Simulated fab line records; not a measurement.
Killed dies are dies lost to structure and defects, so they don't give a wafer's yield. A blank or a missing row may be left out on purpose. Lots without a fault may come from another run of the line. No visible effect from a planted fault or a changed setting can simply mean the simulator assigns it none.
A lot that was struck, set against a sound lot	flow n5 finfet	37 out of 1938 route steps
Sound: wafers L615.2, L615.3, L615.5. The struck wafers were L623.1, L623.2, L623.6. The cause comes at the end.
Each step with rows lists, per side, the tool, then ch with its chambers, then its first start. Under that, the readings that differ: sound wafers	struck wafers	difference of the means	sigmas: that difference in standard deviations of wafers without a fault.
alike: readings whose means differ by less than 2 such deviations, and words and numbers that are the same on both sides. not compared: withheld readings, readings that some wafer has no value for, bounds like >300 that may hide the same value, and numbers for which the record gives no deviation and whose values overlap.
Wherever a step has rows on one side only, a row that says differs or no value, or a row with sigmas, the two part there. Numbers that have no deviation but don't overlap get no sigmas and don't part them. Lack of a reading on every wafer of one side parts them only where that side has two or more wafers.

first, 9 steps without rows for these wafers: N5_BEOL_M5_ANNEAL_89 (time 1800 s); N5_BEOL_M5_SPUTTER_90 (material Cu, target thk 4.5 nm, time 8.29 s); N5_BEOL_M5_ECD_50 (material Cu, target thk 300 nm); N5_BEOL_M5_ANNEAL_51 (time 90 s); N5_BEOL_M5_CMP_52 (polishes, stops on SiCOH lowk, t overpolish 6.9 s, target thk 62 nm); N5_BEOL_M5_PRE_CLEAN_77 (time 15 s); N5_BEOL_M5_CO_CAP_78 (material Co, precursor CCTBA/H2, target thk 2 nm, time 102.1 s); N5_BEOL_M5_PRE_CLEAN_55 (time 15 s); N5_BEOL_M5_DEP_56 (deposits SiCN from 3MS/NH3, target thk 8 nm, time 14 s).
N5_BEOL_M6_ILD_DEP_00: deposits SiCOH lowk from DEMS/porogen, target thk 179.75 nm, time 33.4 s.
  sound on pecvd-02 ch 1,2, day 10 04:37; struck on pecvd-02 ch 1,2, day 11 21:27
reading	sound	struck	difference	sigmas
model.SiCOH_lowk_of_BEOL_M6_ILD_DEP_00.thk nm (nm)	178.6 180.6 182.6	188.4 190 191.2	+9.3	
  alike: heater power w, showerhead plenum p Torr, throttle valve pct
then, 1 step without rows for these wafers: N5_BEOL_M6_CURE_74 (cures SiCOH lowk, time 240 s).
N5_BEOL_M6_THK_MEAS_01:
  sound on film metro-01 at day 10 05:12; struck on film metro-01 at day 11 22:31
reading	sound	struck	difference	sigmas
M6_ILD_THK (nm)	154.1 155.7 157.5	162.7 163.9 165.1	+8.1	+4
then, 23 steps without rows for these wafers: N5_BEOL_M6_PECVD_70 (deposits SiO2 from TEOS/O2, target thk 20 nm, time 22.7 s); N5_BEOL_M6_HM_DEP_02 (deposits TiN, target thk 20 nm); N5_BEOL_M6_COAT_59 (time 60 s, resist thk 100 nm); N5_BEOL_M6_COAT_60 (time 60 s, resist thk 35 nm); N5_BEOL_M6_COAT_05 (resist thk 90 nm); N5_BEOL_M6_EBR_07; N5_BEOL_M6_SOFTBAKE_06 (time 60 s); N5_BEOL_M6_EXPOSE_08 (exposes mask M6); N5_BEOL_M6_PEB_09 (peb time 60 s); N5_BEOL_M6_DEVELOP_10 (develop time 30 s); N5_BEOL_M6_DESCUM_16 (chemistry O2, time 7.9 s); N5_BEOL_M6_ETCH_61 (etches SiARC in CF4, target depth 45.5 nm, time 75.8 s); N5_BEOL_M6_ETCH_62 (etches SOC in N2/H2, target depth 110 nm, overetch 22 nm, time 165 s); N5_BEOL_M6_STRIP_68 (strips in N2/H2); N5_BEOL_M6_STRIP_67 (strips in CF4); N5_BEOL_M6_HM_OPEN_17 (chemistry Cl2/BCl3, target TiN, target depth 20 nm, overetch 6 nm); N5_BEOL_M6_STRIP_19 (strips in O2); N5_BEOL_M6_COAT_63 (time 60 s, resist thk 60 nm); N5_BEOL_M6_COAT_64 (time 60 s, resist thk 12 nm); N5_BEOL_M6_COAT_71 (time 60 s, resist thk 5 nm); N5_BEOL_M6_COAT_22 (resist thk 30 nm); N5_BEOL_M6_EBR_24; N5_BEOL_M6_SOFTBAKE_23 (time 60 s).
N5_BEOL_M6_CMP_52: polishes, stops on SiCOH lowk, t overpolish 6.9 s, target thk 80 nm.
  sound on cmp-04 ch 0,1,2, day 10 10:12; struck on cmp-01 ch 1,2,3, day 12 05:10
reading	sound	struck	difference	sigmas
model.SiCOH_lowk_of_BEOL_M6_ILD_DEP_00.thk nm (nm)	151 152.8 154.4	159.6 161 162	+8.1	
  alike: barrier field endpoint s, edge zone pressure frac, motor current A, overpolish run s, time to endpoint s
-- the record jumps here: 3 days lie between the struck wafers' starts before and after (it left off in module BEOL_M6 and takes up again in module PASSIVATION, whose first step shown is number 1936 of the route) --
N5_PASSIVATION_PROBE_49:
  the record has rows for the struck wafers here (prober-02, day 15 10:51) and none for the sound ones

== WHERE THEY PART ==
Earliest at N5_BEOL_M6_THK_MEAS_01; latest, in this record, at N5_PASSIVATION_PROBE_49.

WHY: the cause the simulator had injected
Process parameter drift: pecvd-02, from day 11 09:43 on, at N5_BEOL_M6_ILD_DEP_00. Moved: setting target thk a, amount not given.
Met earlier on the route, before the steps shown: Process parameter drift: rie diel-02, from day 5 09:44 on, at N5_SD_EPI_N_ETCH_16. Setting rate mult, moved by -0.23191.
